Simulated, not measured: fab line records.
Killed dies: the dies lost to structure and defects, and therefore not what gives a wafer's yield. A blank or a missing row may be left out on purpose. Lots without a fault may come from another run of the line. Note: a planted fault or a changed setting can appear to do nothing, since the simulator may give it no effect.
fab line records | flow nand_harc
record lots=14 | wafers=42 | last_day=24
route steps=1159 shown A_STAIRCASE@649 HYBRID_BOND@1099 THIN_TSV@1103 END@1159
lots untouched by any fault: they come from a run of this same line in which no faults occurred
start_h: hours from the record's first day to the start of the lot's first wafer shown | wait_h: hours since the lot's step before | " same as the row above | L1.1+2: one row covering several wafers at once | - no value, or no start given | * or withheld: withheld | < > ~ a bound
route shown NAME@n: NAME is a module with steps in the file, n the number in the route of the first one | usual: average and standard deviation across the fault-free wafers | same: alike in all rows | chamber/n: place in a boat | sites: per-site readings | _std_site: their standard deviation | _edge_site: inner sites' mean taken away from outer sites' mean | radius_mm: for every site, how far away it sits from the centre of the wafer | mask NAME#n: copy n | behind: the most recent tool/chamber to have shaped the wafer | hold: why the lot went on hold/how many hours it stayed there/how the hold came to an end | device: whichever transistor did not switch (one of n, p or np) | end of line: the tests these same wafers got at the end of their route | a step given without rows: its recipe and nothing more | killed: not the wafer's yield, but the dies lost to structure and defects at the first sort | map: a wafer's dies, x killed, . not, _ none there
set.NAME: the setting the step ran with; set.NAME@STEP: the setting that earlier step ran with | model.NAME: the simulator's own value behind a step, which no gauge read
one table for each step of the route and one row for each wafer, over a sample of lots
services: the hour from which a tool's chamber was out of use, counted from the record's first day as start_h (under 0 if before that day), plus the number of hours and why
## steps
# step NHARC_A_STAIRCASE_STRIP_255
# recipe time_s=900 | temp_c=130 | chemistry=SPM
# usual bath_guard_temp_C=129.9/0.51
# same time_s=900
lot.wafer | tool         | chamber | start_h | wait_h | bath_guard_temp_C
L476.1    | wet_bench-07 | 4       | 229.64  | 0.3    | 130.1
L476.3    | "            | 5       | "       | "      | 129.3
L476.5    | "            | 6       | "       | "      | 130.5
L477.1    | wet_bench-07 | 7       | 256.87  | 0.3    | 129.7
L477.2    | "            | 0       | "       | "      | 129.6
L477.3    | "            | 1       | "       | "      | 129.5
L479.3    | wet_bench-07 | 0       | 267.26  | 0.2    | 129.7
L479.2    | "            | 2       | "       | "      | 129.8
L479.1    | "            | 4       | "       | "      | 130.0
L478.6    | wet_bench-01 | 4       | 269.32  | 0.1    | 129.5
L478.3    | "            | 6       | "       | "      | 130.2
L478.2    | "            | 0       | "       | "      | 131.1
L480.1    | wet_bench-07 | 4       | 270.31  | 0.3    | 130.1
L480.4    | "            | 5       | "       | "      | 129.6
L480.6    | "            | 6       | "       | "      | 130.2
L482.4    | wet_bench-01 | 3       | 281.20  | 0.2    | 129.5
L482.5    | "            | 4       | "       | "      | 129.6
L482.1    | "            | 5       | "       | "      | 129.5
L484.6    | wet_bench-07 | 7       | 287.68  | 0.1    | 129.4
L484.5    | "            | 0       | "       | "      | 129.8
L484.2    | "            | 2       | "       | "      | 130.2
L489.1    | wet_bench-01 | 4       | 316.29  | 0.3    | 129.6
L489.6    | "            | 5       | "       | "      | 129.9
L489.5    | "            | 1       | "       | "      | 130.2
L485.4    | wet_bench-07 | 4       | 320.41  | 0.2    | 129.7
L485.5    | "            | 5       | "       | "      | 129.6
L485.6    | "            | 6       | "       | "      | 130.1
L490.4    | wet_bench-02 | 4       | 334.27  | 0.2    | 129.8
L490.1    | "            | 7       | "       | "      | 129.0
L490.2    | "            | 0       | "       | "      | 130.0
L492.6    | wet_bench-02 | 0       | 353.45  | 0.1    | 129.5
L492.5    | "            | 2       | "       | "      | 130.8
L492.4    | "            | 3       | "       | "      | 129.6
L497.4    | wet_bench-07 | 4       | 386.79  | 0.2    | 129.5
L497.6    | "            | 0       | "       | "      | 129.5
L497.3    | "            | 1       | "       | "      | 129.5
L499.5    | wet_bench-02 | 4       | 387.07  | 0.1    | 129.9
L499.1    | "            | 5       | "       | "      | 129.2
L499.4    | "            | 7       | "       | "      | 129.2
L498.4    | wet_bench-02 | 4       | 390.09  | 0.2    | 129.8
L498.1    | "            | 7       | "       | "      | 129.1
L498.6    | "            | 0       | "       | "      | 130.0
# step NHARC_HYBRID_BOND_OVL_MEAS_05
# usual overlay_x_nm=-6/30 | overlay_y_nm=-1/34
lot.wafer | tool       | chamber | start_h | wait_h | overlay_x_nm | overlay_y_nm
L476.1    | overlay-02 | -       | 404.04  | 0.4    | -56          | -10
L476.3    | "          | -       | "       | "      | 17           | -32
L476.5    | "          | -       | "       | "      | -51          | -6
L477.1    | overlay-02 | -       | 425.66  | 0.4    | -1           | 48
L477.2    | "          | -       | "       | "      | -30          | 21
L477.3    | "          | -       | "       | "      | 14           | 13
L478.2    | overlay-02 | -       | 430.05  | 0.4    | 29           | 14
L478.3    | "          | -       | "       | "      | -24          | -31
L478.6    | "          | -       | "       | "      | -21          | -25
L479.1    | overlay-02 | -       | 430.06  | 0.4    | -49          | -61
L479.2    | "          | -       | "       | "      | 4            | -29
L479.3    | "          | -       | "       | "      | -42          | 19
L480.1    | overlay-02 | -       | 436.00  | 0.4    | -21          | 38
L480.4    | "          | -       | "       | "      | -17          | -10
L480.6    | "          | -       | "       | "      | -12          | -26
L484.2    | overlay-02 | -       | 457.35  | 0.4    | 9            | 29
L484.5    | "          | -       | "       | "      | 30           | -60
L484.6    | "          | -       | "       | "      | 20           | -17
L482.1    | overlay-02 | -       | 465.42  | 0.4    | -6           | 6
L482.4    | "          | -       | "       | "      | 15           | -13
L482.5    | "          | -       | "       | "      | 4            | 6
L489.1    | overlay-02 | -       | 477.56  | 0.4    | 24           | -7
L489.5    | "          | -       | "       | "      | 50           | 58
L489.6    | "          | -       | "       | "      | 19           | 3
L485.4    | overlay-02 | -       | 481.93  | 0.4    | -18          | -33
L485.5    | "          | -       | "       | "      | 8            | -67
L485.6    | "          | -       | "       | "      | 3            | 44
L490.1    | overlay-01 | -       | 497.85  | 0.4    | -9           | -37
L490.2    | "          | -       | "       | "      | 7            | -12
L490.4    | "          | -       | "       | "      | -11          | 37
L492.4    | overlay-01 | -       | 525.65  | 0.4    | -13          | 36
L492.5    | "          | -       | "       | "      | -6           | 24
L492.6    | "          | -       | "       | "      | -9           | -1
L498.1    | overlay-02 | -       | 552.07  | 0.4    | -30          | 24
L498.4    | "          | -       | "       | "      | 7            | -7
L498.6    | "          | -       | "       | "      | -15          | -43
L497.3    | overlay-01 | -       | 552.07  | 0.4    | -6           | -27
L497.4    | "          | -       | "       | "      | 19           | 27
L497.6    | "          | -       | "       | "      | 6            | 33
L499.1    | overlay-02 | -       | 566.18  | 0.4    | 2            | 23
L499.4    | "          | -       | "       | "      | 30           | 23
L499.5    | "          | -       | "       | "      | -16          | 0
# step NHARC_THIN_TSV_THK_MEAS_02
# recipe thk_meas_gauge=ir
# usual thk_nm=3021/220
lot.wafer | tool          | chamber | start_h | wait_h | thk_nm
L476.1    | film_metro-01 | -       | 406.93  | -      | 3085
L476.3    | "             | -       | "       | "      | 3016
L476.5    | "             | -       | "       | "      | 3237
L477.1    | film_metro-02 | -       | 427.36  | -      | 3001
L477.2    | "             | -       | "       | "      | 3166
L477.3    | "             | -       | "       | "      | 3585
L478.2    | film_metro-01 | -       | 431.74  | -      | 3042
L478.3    | "             | -       | "       | "      | 3451
L478.6    | "             | -       | "       | "      | 3003
L479.1    | film_metro-02 | -       | 432.92  | 0.2    | 2905
L479.2    | "             | -       | "       | "      | 2848
L479.3    | "             | -       | "       | "      | 2850
L480.1    | film_metro-02 | -       | 437.70  | 0.2    | 2975
L480.4    | "             | -       | "       | "      | 3224
L480.6    | "             | -       | "       | "      | 3099
L484.2    | film_metro-01 | -       | 459.05  | 0.2    | 2715
L484.5    | "             | -       | "       | "      | 2621
L484.6    | "             | -       | "       | "      | 2660
L482.1    | film_metro-01 | -       | 468.31  | 0.2    | 3066
L482.4    | "             | -       | "       | "      | 3004
L482.5    | "             | -       | "       | "      | 2959
L489.1    | film_metro-02 | -       | 480.48  | -      | 2717
L489.5    | "             | -       | "       | "      | 3167
L489.6    | "             | -       | "       | "      | 3088
L485.4    | film_metro-02 | -       | 483.61  | 0.2    | 2750
L485.5    | "             | -       | "       | "      | 2536
L485.6    | "             | -       | "       | "      | 2601
L490.1    | film_metro-01 | -       | 500.75  | -      | 3076
L490.2    | "             | -       | "       | "      | 3070
L490.4    | "             | -       | "       | "      | 2778
L492.4    | film_metro-01 | -       | 527.34  | -      | 2619
L492.5    | "             | -       | "       | "      | 2722
L492.6    | "             | -       | "       | "      | 2674
L498.1    | film_metro-02 | -       | 553.75  | -      | 3276
L498.4    | "             | -       | "       | "      | 3251
L498.6    | "             | -       | "       | "      | 3277
L497.3    | film_metro-01 | -       | 554.97  | 0.2    | 2927
L497.4    | "             | -       | "       | "      | 2836
L497.6    | "             | -       | "       | "      | 2783
L499.1    | film_metro-02 | -       | 567.85  | -      | 3230
L499.4    | "             | -       | "       | "      | 2945
L499.5    | "             | -       | "       | "      | 3061
# step NHARC_THIN_TSV_ETCH_59
# recipe target_depth_a=8800 | icp_w=900 | bias_w=100 | Cl2_flow_sccm=60 | bcl3_flow_sccm=30 | time_s=138.1 | chemistry=Cl2/BCl3
# usual chamber_pressure_mTorr=10.000/0.0093 | drypump_motor_current_A=5.8/0.45 | oes_product_au=1.002/0.0094 | throttle_valve_pct=22.264/0.0086
# same time_s=138.1
lot.wafer | tool         | chamber | start_h | wait_h | chamber_pressure_mTorr | drypump_motor_current_A | oes_product_au | rf_hours_counter_h | throttle_valve_pct
L476.1    | rie_metal-02 | 1       | 414.29  | 0.1    | 10.003                 | 6.0                     | 1.012          | 0.5                | 22.277
L476.3    | "            | 0       | "       | "      | 9.995                  | 5.8                     | 0.987          | -                  | 22.257
L476.5    | "            | 0       | "       | "      | 9.976                  | 5.8                     | 0.986          | -                  | 22.275
L477.1    | rie_metal-02 | 1       | 438.71  | 0.1    | 10.006                 | 6.0                     | 1.012          | 1.1                | 22.256
L477.2    | "            | 0       | "       | "      | 10.009                 | 5.9                     | 0.987          | 1.1                | 22.264
L477.3    | "            | 1       | "       | "      | 9.997                  | 6.0                     | 1.003          | -                  | 22.275
L478.2    | rie_metal-01 | 1       | 439.96  | 0.1    | 9.995                  | 5.0                     | 1.007          | 2.8                | 22.265
L478.3    | "            | 1       | "       | "      | 10.003                 | 5.0                     | 1.007          | -                  | 22.273
L478.6    | "            | 1       | "       | "      | 10.005                 | 5.0                     | 1.007          | -                  | 22.263
L479.2    | rie_metal-01 | 0       | 446.79  | 0.1    | 10.005                 | 6.5                     | 1.003          | 3.1                | 22.266
L479.1    | "            | 1       | "       | "      | 9.989                  | 5.0                     | 1.010          | 3.1                | 22.270
L479.3    | "            | 0       | "       | "      | 10.002                 | 6.5                     | 1.004          | -                  | 22.278
L480.1    | rie_metal-03 | 0       | 449.50  | 0.1    | 9.999                  | 5.7                     | 1.008          | 5.0                | 22.262
L480.4    | "            | 1       | "       | "      | 10.014                 | 5.5                     | 0.995          | -                  | 22.267
L480.6    | "            | 0       | "       | "      | 9.983                  | 5.7                     | 1.006          | -                  | 22.272
L484.2    | rie_metal-01 | 1       | 466.95  | 0.1    | 10.001                 | 5.0                     | 1.009          | 3.6                | 22.269
L484.5    | "            | 0       | "       | "      | 10.018                 | 6.5                     | 0.996          | -                  | 22.259
L484.6    | "            | 1       | "       | "      | 9.987                  | 5.0                     | 1.001          | -                  | 22.265
L482.1    | rie_metal-03 | 0       | 475.70  | 0.1    | 10.003                 | 5.7                     | 1.003          | 0.1                | 22.278
L482.4    | "            | 0       | "       | "      | 9.987                  | 5.7                     | 1.008          | -                  | 22.263
L482.5    | "            | 0       | "       | "      | 9.987                  | 5.7                     | 1.005          | -                  | 22.262
L489.1    | rie_metal-01 | 0       | 487.65  | 0.1    | 9.998                  | 6.5                     | 1.002          | 4.5                | 22.275
L489.6    | "            | 0       | "       | "      | 9.997                  | 6.5                     | 1.008          | -                  | 22.251
L489.5    | "            | 1       | "       | "      | 9.999                  | 5.0                     | 1.004          | -                  | 22.269
L485.4    | rie_metal-02 | 1       | 490.69  | 0.2    | 9.991                  | 6.0                     | 1.000          | -                  | 22.263
L485.6    | "            | 1       | "       | "      | 10.028                 | 6.0                     | 1.005          | -                  | 22.258
L485.5    | "            | 0       | "       | "      | 10.007                 | 5.9                     | 1.002          | -                  | 22.268
L490.1    | rie_metal-01 | 1       | 508.17  | 0.1    | 9.995                  | 5.0                     | 1.002          | 5.2                | 22.259
L490.2    | "            | 0       | "       | "      | 10.005                 | 6.5                     | 0.999          | 5.2                | 22.257
L490.4    | "            | 0       | "       | "      | 9.999                  | 6.5                     | 0.995          | -                  | 22.276
L492.4    | rie_metal-01 | 1       | 534.63  | 0.2    | 9.992                  | 5.0                     | 1.025          | -                  | 22.257
L492.6    | "            | 1       | "       | "      | 10.013                 | 5.0                     | 1.021          | -                  | 22.266
L492.5    | "            | 0       | "       | "      | 9.995                  | 6.5                     | 0.996          | -                  | 22.279
L498.1    | rie_metal-03 | 1       | 561.16  | 0.1    | 9.998                  | 5.5                     | 1.006          | 2.6                | 22.266
L498.4    | "            | 0       | "       | "      | 10.012                 | 5.7                     | 1.010          | -                  | 22.269
L498.6    | "            | 0       | "       | "      | 10.003                 | 5.7                     | 1.004          | -                  | 22.256
L497.4    | rie_metal-02 | 0       | 562.26  | 0.2    | 9.990                  | 6.0                     | 1.008          | -                  | 22.253
L497.3    | "            | 1       | "       | "      | 10.001                 | 6.0                     | 1.004          | -                  | 22.261
L497.6    | "            | 0       | "       | "      | 9.992                  | 5.9                     | 1.000          | -                  | 22.283
L499.1    | rie_metal-01 | 1       | 575.62  | 0.1    | 10.006                 | 5.0                     | 1.019          | 1.8                | 22.259
L499.4    | "            | 0       | "       | "      | 9.992                  | 6.5                     | 1.011          | -                  | 22.255
L499.5    | "            | 1       | "       | "      | 10.008                 | 5.0                     | 1.035          | -                  | 22.264
# step NHARC_END_SORT_01
# recipe temp_c=25
# usual killed_at_array=28/11 | killed_at_other=0.5/0.87 | killed_at_periphery=2.9/2.2 | killed_dies=32/11 | killed_open=3.2/1.9 | killed_short=1.8/1.4
# same gross_dies=677
lot.wafer | tool      | chamber | start_h | wait_h | killed_at_array | killed_at_other | killed_at_periphery | killed_dies | killed_open | killed_short
L484.2    | prober-02 | 0       | 476.33  | 2.8    | 96              | 1               | 0                   | 97          | 0           | 1
L484.5    | prober-02 | 0       | 478.73  | 3.7    | 99              | 0               | 4                   | 103         | 8           | 1
L484.6    | prober-02 | 0       | 479.53  | 4.0    | 109             | 0               | 0                   | 109         | 3           | 0
L485.4    | prober-01 | 0       | 510.89  | 3.4    | 77              | 0               | 9                   | 86          | 4           | 0
L485.5    | prober-01 | 0       | 511.67  | 3.6    | 64              | 0               | 9                   | 73          | 5           | 0
L485.6    | prober-01 | 0       | 512.46  | 3.9    | 54              | 0               | 2                   | 56          | 2           | 1
# killed by level:class
L484.2 A_STAIRCASE:unspecified=74 A_SLIT:chamber_film_flake=9 A_CHANNEL_HOLE_D1:chamber_film_flake=5 A_CONTACT:chamber_film_flake=5 A_CHANNEL_FILL_D1:geometric_particle:short=1 A_CHANNEL_FILL_D1:chamber_film_flake=1 A_STAIRCASE:chamber_film_flake=1 THIN_TSV:chamber_film_flake=1
L484.5 A_STAIRCASE:unspecified=75 A_SLIT:chamber_film_flake=8 A_CONTACT:chamber_film_flake=5 A_CHANNEL_HOLE_D1:chamber_film_flake=4 P_CONTACT:geometric_particle:open=3 A_WL_FILL:geometric_particle:open=2 A_STAIRCASE:chamber_film_flake=2 P_GATE:geometric_particle:open=1
L484.6 A_STAIRCASE:unspecified=76 A_SLIT:chamber_film_flake=14 A_CONTACT:chamber_film_flake=8 A_STAIRCASE:chamber_film_flake=6 A_CONTACT:geometric_particle:open=2 A_CHANNEL_HOLE_D1:chamber_film_flake=2 A_WL_FILL:geometric_particle:open=1
L485.4 A_STAIRCASE:unspecified=58 A_STAIRCASE:chamber_film_flake=8 P_M2:chamber_film_flake=7 A_SLIT:chamber_film_flake=4 A_CHANNEL_FILL_D1:geometric_particle:open=2 A_CHANNEL_HOLE_D1:chamber_film_flake=2 A_CONTACT:chamber_film_flake=2 P_M0:geometric_particle:open=1
L485.5 A_STAIRCASE:unspecified=44 A_SLIT:chamber_film_flake=8 A_CHANNEL_HOLE_D1:chamber_film_flake=6 P_M2:chamber_film_flake=3 P_M0:geometric_particle:open=2 P_STI:chamber_film_flake=2 P_CONTACT:geometric_particle:open=1 A_CHANNEL_FILL_D1:geometric_particle:open=1
L485.6 A_STAIRCASE:unspecified=34 A_SLIT:chamber_film_flake=8 A_STAIRCASE:chamber_film_flake=5 A_ONON_D1:geometric_particle:short=1 A_CONTACT:geometric_particle:open=1 A_M0:geometric_particle:open=1 P_STI:chamber_film_flake=1 P_M2:chamber_film_flake=1
## services
tool         | chamber | start_h | hours | kind
rie_metal-02 | -       | 211.00  | 9.0   | pm
wet_bench-01 | -       | 213.60  | 8.0   | pm
wet_bench-01 | -       | 228.51  | 4.2   | repair
wet_bench-07 | -       | 272.07  | 8.0   | pm
rie_metal-03 | -       | 276.00  | 9.0   | pm
wet_bench-07 | 0       | 280.07  | -     | consumable_replace:bath
wet_bench-07 | 0       | 280.07  | -     | consumable_replace:filter
wet_bench-07 | 1       | 280.07  | -     | consumable_replace:bath
wet_bench-07 | 1       | 280.07  | -     | consumable_replace:filter
wet_bench-02 | -       | 286.08  | 7.9   | repair
rie_metal-01 | -       | 332.00  | 9.0   | pm
wet_bench-02 | -       | 356.00  | 8.0   | pm
rie_metal-02 | -       | 388.00  | 9.0   | pm
wet_bench-01 | -       | 389.63  | 8.0   | pm
rie_metal-02 | 1       | 427.36  | 3.9   | repair
rie_metal-01 | 0       | 434.32  | 5.3   | repair
rie_metal-02 | 1       | 438.97  | 2.9   | repair
wet_bench-07 | -       | 448.07  | 8.0   | pm
rie_metal-03 | -       | 453.00  | 9.0   | pm
wet_bench-02 | -       | 462.99  | 4.1   | repair
rie_metal-01 | -       | 509.00  | 9.0   | pm
wet_bench-02 | -       | 532.00  | 8.0   | pm
rie_metal-02 | -       | 565.00  | 9.0   | pm
wet_bench-01 | -       | 565.63  | 8.0   | pm
## key
first_sign step=NHARC_END_SORT_01 | reading=killed_dies | direction=up | sigmas=5.1 | usual=32 | struck=87
effect step=NHARC_END_SORT_01 | reading=killed_at_array | direction=up | sigmas=5 | usual=28 | struck=83
more_kills_born_at NHARC_A_STAIRCASE_STRIP_255@wet_bench-07=361
met_at NHARC_A_STAIRCASE_STRIP_255
struck_lots L484,L485
tester_left_out L484,L485
not_acting_at NHARC_HYBRID_BOND_OVL_MEAS_05,NHARC_THIN_TSV_THK_MEAS_02,NHARC_THIN_TSV_ETCH_59
onset_between 270.31 287.68
fault kind=chamber_particle_source | tool=wet_bench-07 | chamber=- | onset_h=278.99 | steps=NHARC_A_STAIRCASE_STRIP_255 | rate_per_visit_cm2=0.55115 | end_h=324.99
# tester_left_out: of these lots the tester's yield and bins aren't shown, on N5 and GAA mostly nor the transistor test; their killed dies are dies lost to structure and defects alone, not to doping, threshold or leakage, so they don't give the yield
